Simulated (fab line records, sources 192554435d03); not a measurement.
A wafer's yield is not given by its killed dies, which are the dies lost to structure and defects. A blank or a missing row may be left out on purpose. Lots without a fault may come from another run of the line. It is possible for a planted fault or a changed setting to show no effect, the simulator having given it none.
fab line records	flow n5Finfet
record lots=6	wafers=18	lastDay=17
route steps=1938 shown BEOL_M9@1465 BEOL_M10@1470 PASSIVATION@1936
lots untouched by any fault: they come from a run of this same line in which no faults occurred
startH: hours from the record's opening day to when the first of the lot's shown wafers began	waitH: hours since the lot's step before	" as in the row above	L1.1+2: several wafers, shown together as one row	- no value, or no start given	* or withheld: withheld	< > ~ a bound
route shown NAME@n: names a module that has steps shown in the file, with the first one's number in the route	usual: mean and standard deviation over wafers with no fault	same: alike in all rows	chamber/n: place in a boat	sites: each site's reading	_std_site: standard deviation across them	_edge_site: the outer-site mean with the inner-site mean subtracted	radiusMm: how far each site lies from the wafer's centre	mask NAME#n: copy n	behind: the tool/chamber that last shaped the wafer	hold: the reason the lot was held/the length of the hold in hours/how it ended	device: the transistor (n, p or np) that didn't switch	end of line: the same wafers' tests at the end of the route	where a step has no rows: the recipe by itself	killed: not the wafer's yield, but the dies lost to structure and defects at the first sort	map: per-die view of a wafer (x killed, . not killed, _ where there is no die)
set.NAME: the setting that was run; set.NAME@STEP: the one run at that earlier step	model.NAME: the simulator's own value behind a step, which no gauge read
a table for each step, a row for each wafer; lots at some steps of the route
services: the hour from which a tool's chamber was out of use, counted from the record's first day as startH (under 0 if before that day), plus the number of hours and why
## steps
# step N5_BEOL_M9_THK_MEAS_53
# recipe thkMeasGauge=xrf	reads=Cu_of_BEOL_M9_ECD_50
# usual M9_THK=140.9/2.9
lot.wafer	tool	chamber	startH	waitH	M9_THK[nm]
L450.2	filmMetro-02	-	224.26	-	136.9
L450.5	"	-	"	"	138.1
L450.6	"	-	"	"	134.6
L455.1	filmMetro-02	-	246.20	-	147.5
L455.2	"	-	"	"	138.3
L455.6	"	-	"	"	139.9
L464.2	filmMetro-01	-	303.08	-	142.1
L464.5	"	-	"	"	138.1
L464.6	"	-	"	"	138.8
L467.1	filmMetro-01	-	329.59	-	141.0
L467.2	"	-	"	"	137.1
L467.3	"	-	"	"	137.4
L469.2	filmMetro-02	-	336.45	-	142.1
L469.3	"	-	"	"	136.3
L469.5	"	-	"	"	147.2
L472.1	filmMetro-02	-	361.11	-	140.1
L472.2	"	-	"	"	144.3
L472.5	"	-	"	"	138.2
# step N5_BEOL_M9_PRE_CLEAN_55
# recipe gas=NH3	timeS=15	tempC=withheld	rfPowerW=300
# step N5_BEOL_M9_DEP_56
# recipe material=SiCN	targetThkA=150	tempC=withheld	precursor=3MS/NH3	pressureTorr=3	rfW=202	timeS=26.5
# usual showerheadPlenumPTorr=3.667/0.014	throttleValvePct=9.1/0.55
lot.wafer	tool	chamber	startH	waitH	showerheadPlenumPTorr	throttleValvePct
L450.2	pecvd-02	0	224.32	0.0	3.649	9.3
L450.5	"	1	"	"	3.655	9.0
L450.6	"	2	"	"	3.685	8.5
L455.1	pecvd-01	1	246.26	0.0	3.662	10.0
L455.2	"	2	"	"	3.660	8.8
L455.6	"	2	"	"	3.657	8.7
L464.2	pecvd-01	0	303.14	0.0	3.652	9.1
L464.5	"	2	"	"	3.662	8.5
L464.6	"	0	"	"	3.670	9.3
L467.1	pecvd-01	2	329.66	0.0	3.659	8.8
L467.2	"	1	"	"	3.663	10.3
L467.3	"	1	"	"	3.664	10.4
L469.2	pecvd-03	0	336.51	0.0	3.655	9.1
L469.3	"	1	"	"	3.692	8.9
L469.5	"	0	"	"	3.651	9.2
L472.1	pecvd-02	1	361.18	0.0	3.673	8.9
L472.2	"	2	"	"	3.684	9.0
L472.5	"	0	"	"	3.667	9.2
# step N5_BEOL_M9_RS_MEAS_57
# recipe thkMeasGauge=four-point-probe	reads=Cu_of_BEOL_M9_ECD_50+Co_of_BEOL_M9_CVD_78+TaN_of_BEOL_M9_ALD_74
# usual M9_RS=0.153/0.0032
lot.wafer	tool	chamber	startH	waitH	M9_RS[ohm/sq]
L450.2	filmMetro-02	-	224.39	0.1	0.156
L450.5	"	-	"	"	0.155
L450.6	"	-	"	"	0.159
L455.1	filmMetro-02	-	246.34	0.1	0.145
L455.2	"	-	"	"	0.154
L455.6	"	-	"	"	0.154
L464.2	filmMetro-01	-	303.22	0.1	0.153
L464.5	"	-	"	"	0.157
L464.6	"	-	"	"	0.156
L467.1	filmMetro-01	-	329.75	0.1	0.153
L467.2	"	-	"	"	0.157
L467.3	"	-	"	"	0.156
L469.2	filmMetro-01	-	336.59	0.1	0.150
L469.3	"	-	"	"	0.158
L469.5	"	-	"	"	0.145
L472.1	filmMetro-01	-	361.25	0.1	0.154
L472.2	"	-	"	"	0.149
L472.5	"	-	"	"	0.157
# step N5_BEOL_M9_INSPECT_58
# recipe inspectInstrument=darkfield	mode=postDep
# usual rawDefectCount=74/22
lot.wafer	tool	chamber	startH	waitH	rawDefectCount
L450.2	defectInspect-02	-	224.42	0.0	49
L450.5	"	-	"	"	83
L450.6	"	-	"	"	55
L455.1	defectInspect-02	-	246.36	0.0	88
L455.2	"	-	"	"	87
L455.6	"	-	"	"	99
L464.2	defectInspect-02	-	303.24	0.0	67
L464.5	"	-	"	"	74
L464.6	"	-	"	"	52
L467.1	defectInspect-02	-	329.78	0.0	87
L467.2	"	-	"	"	47
L467.3	"	-	"	"	52
L469.2	defectInspect-02	-	336.61	0.0	141
L469.3	"	-	"	"	76
L469.5	"	-	"	"	102
L472.1	defectInspect-02	-	361.28	0.0	126
L472.2	"	-	"	"	72
L472.5	"	-	"	"	52
# step N5_BEOL_M10_ILD_DEP_00
# recipe material=SiCOH_lowk	targetThkA=3085.1	tempC=300	precursor=DEMS/porogen	pressureTorr=5	rfW=500	timeS=58
# step N5_BEOL_M10_CURE_71
# recipe tempC=385	timeS=240	ambient=He/Ar	material=SiCOH_lowk
# step N5_BEOL_M10_THK_MEAS_01
# recipe reads=SiCOH_lowk_of_BEOL_M10_ILD_DEP_00
# usual M10_ILD_THK=269/3.8
lot.wafer	tool	chamber	startH	waitH	M10_ILD_THK[nm]
L450.2	filmMetro-01	-	225.27	0.4	269
L450.5	"	-	"	"	274
L450.6	"	-	"	"	272
L455.1	filmMetro-02	-	247.01	0.4	265
L455.2	"	-	"	"	259
L455.6	"	-	"	"	265
L464.2	filmMetro-01	-	304.45	0.4	271
L464.5	"	-	"	"	269
L464.6	"	-	"	"	272
L467.1	filmMetro-01	-	330.51	0.4	267
L467.2	"	-	"	"	270
L467.3	"	-	"	"	271
L469.2	filmMetro-01	-	337.24	0.4	272
L469.3	"	-	"	"	267
L469.5	"	-	"	"	275
L472.1	filmMetro-01	-	361.90	0.4	271
L472.2	"	-	"	"	268
L472.5	"	-	"	"	269
# step N5_BEOL_M10_PECVD_70
# recipe material=SiO2	targetThkA=200	tempC=400	precursor=TEOS/O2	pressureTorr=5.5	rfW=450	teosFlowSccm=53.8	gas=O2	flowSccm=3000	timeS=22.7
# usual heaterPowerW=722/110	showerheadPlenumPTorr=8.79/0.051	throttleValvePct=22.9/1.6
lot.wafer	tool	chamber	startH	waitH	heaterPowerW	showerheadPlenumPTorr	throttleValvePct
L450.2	pecvd-04	1	225.31	0.0	854	8.84	24.2
L450.5	"	1	"	"	846	8.85	24.4
L450.6	"	0	"	"	526	8.82	24.2
L455.1	pecvd-04	1	247.05	0.0	857	8.86	24.2
L455.2	"	2	"	"	616	8.79	20.8
L455.6	"	2	"	"	607	8.80	20.5
L464.2	pecvd-03	0	304.48	0.0	735	8.71	22.9
L464.5	"	2	"	"	708	8.79	22.7
L464.6	"	0	"	"	737	8.74	23.0
L467.1	pecvd-04	1	330.55	0.0	867	8.89	24.1
L467.2	"	2	"	"	534	8.79	21.0
L467.3	"	0	"	"	520	8.80	24.9
L469.2	pecvd-01	2	337.28	0.0	722	8.76	21.2
L469.3	"	1	"	"	808	8.78	25.4
L469.5	"	1	"	"	803	8.77	25.4
L472.1	pecvd-04	1	361.94	0.0	856	8.85	24.0
L472.2	"	0	"	"	510	8.82	24.9
L472.5	"	0	"	"	498	8.82	24.8
# step N5_BEOL_M10_HM_DEP_02
# recipe material=TiN	targetThkA=200	tempC=25	chamberPressurePa=0.49996
# usual throttleValvePct=30.6/1
lot.wafer	tool	chamber	startH	waitH	throttleValvePct
L450.2	pvdSputter-02	-	225.42	0.1	29.3
L450.5	"	-	"	"	30.3
L450.6	"	-	"	"	29.7
L455.1	pvdSputter-02	-	247.44	0.4	30.4
L455.2	"	-	"	"	30.4
L455.6	"	-	"	"	31.2
L464.2	pvdSputter-01	-	305.66	1.2	30.2
L464.5	"	-	"	"	30.2
L464.6	"	-	"	"	30.1
L467.1	pvdSputter-02	-	331.02	0.5	29.8
L467.2	"	-	"	"	30.4
L467.3	"	-	"	"	30.4
L469.2	pvdSputter-02	-	337.92	0.6	30.1
L469.3	"	-	"	"	30.8
L469.5	"	-	"	"	30.5
L472.1	pvdSputter-03	-	363.88	1.9	31.2
L472.2	"	-	"	"	30.3
L472.5	"	-	"	"	29.2
# step N5_BEOL_M10_COAT_59
# recipe resist=SOC	tempC=250	timeS=60	spinRpm=1500	resistThkNm=100
# step N5_BEOL_M10_COAT_60
# recipe resist=SiARC	tempC=220	timeS=60	spinRpm=1500	resistThkNm=30
# step N5_BEOL_M10_COAT_05
# recipe resist=CAR-ArF	spinRpm=1500	resistThkNm=90
# usual spinSpeedRpm=1500.2/1
lot.wafer	tool	chamber	startH	waitH	spinSpeedRpm	model.CAR-ArF_of_BEOL_M10_COAT_05.thkNm
L450.2	lithoTrack-02	0	225.55	-	1501.0	90
L450.5	"	0	"	"	1499.7	90.2
L450.6	"	0	"	"	1499.0	90.2
L455.1	lithoTrack-01	0	247.57	-	1500.0	90
L455.2	"	0	"	"	1500.4	89.8
L455.6	"	0	"	"	1501.6	89.8
L464.2	lithoTrack-01	0	305.79	-	1347.9	95.2
L464.5	"	0	"	"	1349.7	95
L464.6	"	0	"	"	1347.3	95.2
L467.1	lithoTrack-01	0	331.16	-	1346.6	95
L467.2	"	0	"	"	1346.3	95
L467.3	"	0	"	"	1348.4	95
L469.2	lithoTrack-02	0	338.05	-	1500.4	90.6
L469.3	"	0	"	"	1500.1	90.4
L469.5	"	0	"	"	1499.6	90.2
L472.1	lithoTrack-05	0	364.02	-	1500.5	89.8
L472.2	"	0	"	"	1499.6	89.8
L472.5	"	0	"	"	1499.6	90.2
# step N5_BEOL_M10_EBR_07
# recipe solvent=PGMEA	ebrWidthMm=1.5
# step N5_BEOL_M10_SOFTBAKE_06
# recipe tempC=110	timeS=60	resist=CAR-ArF
# step N5_BEOL_M10_EXPOSE_08
# recipe maskId=M10	na=1.35	sourceShape=dipole	sigmaInner=0.411	sigmaOuter=0.611	polarization=te	doseMj=53.75
# step N5_BEOL_M10_PEB_09
# recipe pebTempC=withheld	pebTimeS=60	resist=CAR-ArF
# step N5_BEOL_M10_DEVELOP_10
# recipe developTimeS=30	developer=TMAH	resist=CAR-ArF	rinseLiquid=diw	dry=airSpin	devTempC=23
# step N5_BEOL_M10_CD_MEAS_11
# recipe targetCdNm=64.1	landingEnergyEv=500	detector=seInlens	polarity=opening
# usual cdNm=64.5/0.56
lot.wafer	tool	chamber	startH	waitH	cdNm
L450.2	cdSem-02	0	225.79	-	64.1
L450.5	"	0	"	"	64.4
L450.6	"	0	"	"	63.7
L455.1	cdSem-03	0	247.94	-	64.0
L455.2	"	0	"	"	65.1
L455.6	"	0	"	"	64.3
L464.2	cdSem-01	0	306.16	-	63.9
L464.5	"	0	"	"	64.2
L464.6	"	0	"	"	64.5
L467.1	cdSem-03	0	332.59	-	63.5
L467.2	"	0	"	"	64.0
L467.3	"	0	"	"	63.4
L469.2	cdSem-02	0	338.41	-	64.3
L469.3	"	0	"	"	63.9
L469.5	"	0	"	"	65.5
L472.1	cdSem-03	0	364.25	-	64.8
L472.2	"	0	"	"	64.3
L472.5	"	0	"	"	65.0
# step N5_BEOL_M10_OVL_MEAS_12
# recipe pointsPerWafer=44
# usual M10_OVL=0.0/0.68
# same pointsPerWafer=44
lot.wafer	tool	chamber	startH	waitH	M10_OVL[nm]
L450.2	overlay-01	0	225.82	0.0	-0.5
L450.5	"	0	"	"	-1.2
L450.6	"	0	"	"	0.7
L455.1	overlay-02	0	247.97	0.0	0.3
L455.2	"	0	"	"	-0.6
L455.6	"	0	"	"	0.5
L464.2	overlay-01	0	306.19	0.0	0.2
L464.5	"	0	"	"	-1.0
L464.6	"	0	"	"	-0.4
L467.1	overlay-02	0	332.62	0.0	0.2
L467.2	"	0	"	"	-0.4
L467.3	"	0	"	"	-0.8
L469.2	overlay-01	0	338.44	0.0	-0.7
L469.3	"	0	"	"	1.2
L469.5	"	0	"	"	-0.9
L472.1	overlay-02	0	364.28	0.0	0.4
L472.2	"	0	"	"	-0.2
L472.5	"	0	"	"	1.0
# step N5_BEOL_M10_INSPECT_13
# recipe mode=adi	inspectInstrument=brightfield
# usual rawDefectCount=413/87
lot.wafer	tool	chamber	startH	waitH	rawDefectCount
L450.2	defectInspect-02	-	225.84	0.0	438
L450.5	"	-	"	"	402
L450.6	"	-	"	"	621
L455.1	defectInspect-02	-	247.99	0.0	360
L455.2	"	-	"	"	401
L455.6	"	-	"	"	437
L464.2	defectInspect-02	-	306.21	0.0	446
L464.5	"	-	"	"	382
L464.6	"	-	"	"	320
L467.1	defectInspect-02	-	332.65	0.0	433
L467.2	"	-	"	"	400
L467.3	"	-	"	"	374
L469.2	defectInspect-02	-	338.47	0.0	582
L469.3	"	-	"	"	616
L469.5	"	-	"	"	545
L472.1	defectInspect-01	-	364.31	0.0	473
L472.2	"	-	"	"	466
L472.5	"	-	"	"	340
# step N5_BEOL_M10_DESCUM_16
# recipe chemistry=O2	timeS=7.9	sourcePowerW=50	biasPowerW=20	pressureMtorr=20	rfFrequencyHz=2.712e+07	tempC=40	resist=CAR-ArF	o2FlowSccm=225
# usual drypumpMotorCurrentA=5.8/0.51	oesProductAu=0.76/0.075	rfVppV=242.7/1.4	showerheadPlenumPTorr=2.06/0.073	throttleValvePct=20.56/0.19
lot.wafer	tool	chamber	startH	waitH	drypumpMotorCurrentA	oesProductAu	rfHoursCounterH	rfVppV	showerheadPlenumPTorr	throttleValvePct
L450.2	rieDiel-05	0	225.95	0.1	5.8	0.72	198	243.7	2.08	20.83
L450.5	"	2	"	"	6.5	0.78	-	242.7	2.09	20.37
L450.6	"	1	"	"	6.1	0.73	-	241.4	1.97	20.64
L455.1	rieDiel-04	0	248.02	0.0	6.0	0.73	158	245.4	2.17	20.54
L455.2	"	1	"	"	5.8	0.82	71	245.2	2.11	20.64
L455.6	"	1	"	"	5.8	0.82	-	245.1	2.11	20.65
L464.2	rieDiel-05	2	306.33	0.1	6.5	0.75	177	243.5	2.08	20.39
L464.5	"	2	"	"	6.5	0.75	-	242.9	2.08	20.40
L464.6	"	1	"	"	6.1	0.71	-	242.6	1.96	20.69
L467.1	rieDiel-06	0	333.97	1.3	6.5	0.90	39	243.1	2.04	20.21
L467.2	"	1	"	"	5.6	0.69	239	240.4	1.91	20.84
L467.3	"	3	"	"	5.1	0.83	65	242.8	2.04	20.39
L469.2	rieDiel-05	0	339.98	1.5	5.8	0.69	246	242.3	2.06	20.91
L469.3	"	2	"	"	6.5	0.75	196	241.7	2.08	20.44
L469.5	"	0	"	"	5.7	0.69	-	242.6	2.06	20.92
L472.1	rieDiel-05	1	364.43	0.1	6.1	0.97	9	246.6	2.21	20.46
L472.2	"	2	"	"	6.5	0.73	206	242.5	2.07	20.43
L472.5	"	1	"	"	6.1	0.96	-	245.9	2.21	20.47
# step N5_BEOL_M10_ETCH_61
# recipe chemistry=CF4	target=SiARC	targetDepthA=390	maskMaterial=CAR-ArF	timeS=65	ionEnergyEv=80	pressureMtorr=40	sourceW=545	biasW=36	Ar_flow_sccm=100	cf4FlowSccm=100	ends=cleared
# usual drypumpMotorCurrentA=5.8/0.51	etchRfOnTimeS=64.1/1.7	oesProductAu=0.65/0.063	rfVppV=183.7/1.2	showerheadPlenumPTorr=2.11/0.072	throttleValvePct=15.72/0.21
lot.wafer	tool	chamber	startH	waitH	drypumpMotorCurrentA	etchRfOnTimeS	oesProductAu	rfHoursCounterH	rfVppV	showerheadPlenumPTorr	throttleValvePct	model.CAR-ArF_of_BEOL_M10_COAT_05.thkNm
L450.2	rieDiel-05	0	225.99	0.0	5.7	66.5	0.62	198	185.0	2.11	15.93	55.4
L450.5	"	2	"	"	6.5	63.7	0.67	-	184.1	2.13	15.53	55.8
L450.6	"	1	"	"	6.1	62.2	0.63	-	181.9	2.02	15.97	55.6
L455.1	rieDiel-04	0	248.06	0.0	6.1	64.7	0.63	158	183.8	2.23	15.80	55.4
L455.2	"	1	"	"	5.8	63.9	0.72	71	185.2	2.17	15.84	55.2
L455.6	"	1	"	"	5.8	63.8	0.72	-	185.8	2.17	15.82	55.2
L464.2	rieDiel-05	2	306.36	0.0	6.5	64.2	0.64	177	184.0	2.12	15.60	60.6
L464.5	"	2	"	"	6.5	64.4	0.64	-	183.7	2.12	15.60	60.6
L464.6	"	1	"	"	6.1	62.2	0.61	-	183.6	2.02	16.02	60.6
L467.1	rieDiel-06	0	334.00	0.0	6.4	66.4	0.76	39	182.4	2.09	15.34	60.6
L467.2	"	1	"	"	5.6	64.8	0.59	239	181.8	1.95	15.93	60.4
L467.3	"	3	"	"	5.1	64.5	0.70	65	182.5	2.08	15.48	60.4
L469.2	rieDiel-05	0	340.02	0.0	5.8	66.0	0.59	246	182.6	2.10	16.02	56.4
L469.3	"	2	"	"	6.5	64.0	0.63	196	184.3	2.11	15.66	56
L469.5	"	0	"	"	5.7	66.4	0.59	-	183.5	2.10	16.03	55.8
L472.1	rieDiel-05	1	364.46	0.0	6.1	61.4	0.84	9	186.4	2.26	15.58	55.2
L472.2	"	2	"	"	6.5	64.6	0.62	206	183.5	2.11	15.68	55.2
L472.5	"	1	"	"	6.1	62.4	0.82	-	186.0	2.26	15.57	55.4
# step N5_BEOL_M10_ETCH_62
# recipe chemistry=N2/H2	target=SOC	targetDepthA=1100	overetchA=220	maskMaterial=SiARC	tempC=40	timeS=165	ionEnergyEv=200	pressureMtorr=30	sourceW=840	biasW=150	n2FlowSccm=200	h2FlowSccm=200
# usual drypumpMotorCurrentA=5.8/0.5	oesProductAu=0.64/0.06	rfVppV=522.9/2.6	showerheadPlenumPTorr=2.50/0.093	throttleValvePct=17.94/0.21
lot.wafer	tool	chamber	startH	waitH	drypumpMotorCurrentA	oesProductAu	rfHoursCounterH	rfVppV	showerheadPlenumPTorr	throttleValvePct
L450.2	rieDiel-05	0	226.04	0.0	5.8	0.62	198	523.7	2.52	18.28
L450.5	"	2	"	"	6.5	0.66	-	523.7	2.55	17.79
L450.6	"	1	"	"	6.1	0.60	-	521.8	2.41	18.09
L455.1	rieDiel-04	0	248.11	0.0	6.0	0.63	158	525.7	2.66	18.16
L455.2	"	1	"	"	5.8	0.70	71	523.9	2.57	18.06
L455.6	"	1	"	"	5.8	0.70	-	525.8	2.57	18.08
L464.2	rieDiel-05	2	306.41	0.0	6.5	0.64	177	525.5	2.54	17.83
L464.5	"	2	"	"	6.5	0.63	-	522.9	2.54	17.85
L464.6	"	1	"	"	6.1	0.59	-	519.9	2.40	18.15
L467.1	rieDiel-06	0	334.05	0.0	6.5	0.77	39	521.0	2.50	17.83
L467.2	"	1	"	"	5.6	0.58	239	517.3	2.29	17.99
L467.3	"	3	"	"	5.1	0.71	65	522.3	2.47	17.77
L469.2	rieDiel-05	0	340.07	0.0	5.7	0.59	247	523.3	2.50	18.37
L469.3	"	2	"	"	6.5	0.63	196	523.1	2.53	17.86
L469.5	"	0	"	"	5.8	0.59	-	522.6	2.50	18.37
L472.1	rieDiel-05	1	364.51	0.0	6.1	0.79	9	528.1	2.71	17.84
L472.2	"	2	"	"	6.5	0.62	206	522.9	2.52	17.89
L472.5	"	1	"	"	6.2	0.80	-	528.2	2.71	17.84
# step N5_PASSIVATION_PROBE_49
# usual defectLimitedYield=91.6/1.2	killed_at_M0_to_M3=33/9.4	killed_at_M4_up=13/5.2	killedAtContacts=13/5.6	killedAtFrontEnd=37/9.5	killedAtOther=4/3.1	killedDies=99/15	killedOpen=65/11	killedShort=32/7.5	sort_bin_5_function=4.9/0.77	sort_bin_6_memory=3.1/0.65	sortNPass=1081/15	sortYieldPct=91.6/1.2
# same grossDies=1180	killedAtBackSide=0	sort_bin_4_leakage[%]=0	sort_bin_8_speed[%]=0
lot.wafer	tool	chamber	startH	waitH	defectLimitedYield[%]	killed_at_M0_to_M3	killed_at_M4_up	killedAtContacts	killedAtFrontEnd	killedAtOther	killedDies	killedOpen	killedShort	sort_bin_5_function[%]	sort_bin_6_memory[%]	sortNPass	sortYieldPct[%]
L455.1	prober-01	-	309.26	0.0	91.9	31	8	21	35	1	96	76	20	5.0	3.1	1084	91.9
L455.2	prober-01	-	309.31	0.1	93.0	28	10	9	36	0	83	53	30	4.2	2.5	1097	93.0
L455.6	prober-01	-	309.51	0.3	92.3	13	12	24	38	4	91	60	27	4.9	2.4	1089	92.3
# killed by level:class
L455.1 MOL_CONTACT_COAG:geometricParticle:open=18 BEOL_M3:geometricParticle:open=10 FIN_SAQP:geometricParticle:open=8 BEOL_M1:geometricParticle:open=8 STI_FIN_REVEAL:geometricParticle:open=7 BEOL_M2:geometricParticle:open=5 GATE_CUT:geometricParticle:short=4 BEOL_M5:geometricParticle:open=4
L455.2 FIN_SAQP:geometricParticle:open=6 STI_FIN_REVEAL:geometricParticle:open=6 GATE_CUT:geometricParticle:short=6 BEOL_M0_SAQP:geometricParticle:short=6 BEOL_M3:geometricParticle:open=6 MOL_CONTACT_COAG:geometricParticle:open=5 GATE_CUT:geometricParticle:open=4 MOL_CONTACT_COAG:geometricParticle:short=4
L455.6 MOL_CONTACT_COAG:geometricParticle:open=22 FIN_SAQP:geometricParticle:open=6 STI_FIN_REVEAL:geometricParticle:open=6 BEOL_M3:geometricParticle:open=5 FIN_SAQP:geometricParticle:short=4 GATE_CUT:geometricParticle:short=4 HKMG_FIN:areaEtch=4 GATE_CUT:geometricParticle:open=3
## services
tool	chamber	startH	hours	kind
pecvd-01	1	216.04	4.4	repair
rieDiel-05	-	219.24	0.6	repair
rieDiel-06	-	226.50	4.3	pm
pecvd-02	-	228.51	0.7	repair
pvdSputter-02	-	238.19	1.5	repair
rieDiel-06	2	244.62	10.0	repair
rieDiel-05	1	249.20	16.5	repair
pecvd-04	-	275.15	6.0	pm
pecvd-02	2	276.66	6.6	repair
rieDiel-04	3	277.18	5.2	repair
pvdSputter-02	-	285.64	5.0	repair
pecvd-02	-	286.30	0.9	repair
pecvd-03	-	311.16	3.1	repair
pecvd-01	1	320.58	8.3	repair
rieDiel-05	1	327.80	-	clean
rieDiel-05	1	327.80	-	consumableReplace:focusRing
rieDiel-05	1	327.80	-	consumableReplace:showerhead
rieDiel-05	1	327.80	14.5	scheduledDown
rieDiel-05	1	327.80	14.5	ventCycle
rieDiel-04	-	328.49	15.6	pm
pvdSputter-03	-	338.72	1.8	repair
rieDiel-05	0	347.40	-	clean
rieDiel-05	0	347.40	-	consumableReplace:focusRing
pecvd-04	-	357.43	0.9	repair
## key
firstSign step=N5_BEOL_M10_COAT_05	reading=spinSpeedRpm	direction=down	sigmas=99+	usual=*	struck=*
effect none on later readings
modelEffect step=N5_BEOL_M10_COAT_05	value=CAR-ArF_of_BEOL_M10_COAT_05.thkNm	without=90.1	struck=95.07
modelEffect step=N5_BEOL_M10_ETCH_61	value=CAR-ArF_of_BEOL_M10_COAT_05.thkNm	without=55.57	struck=60.53
metAt N5_BEOL_M10_COAT_05
struckWafers L464.2,L464.5,L464.6,L467.1,L467.2,L467.3
onsetBetween 247.57 305.79
fault kind=processParameterDrift	tool=lithoTrack-01	chamber=-	onsetH=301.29	steps=N5_BEOL_M10_COAT_05	channel=spinRpm	offset=*	shape=step	endH=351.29	actsIn=*	stated=*
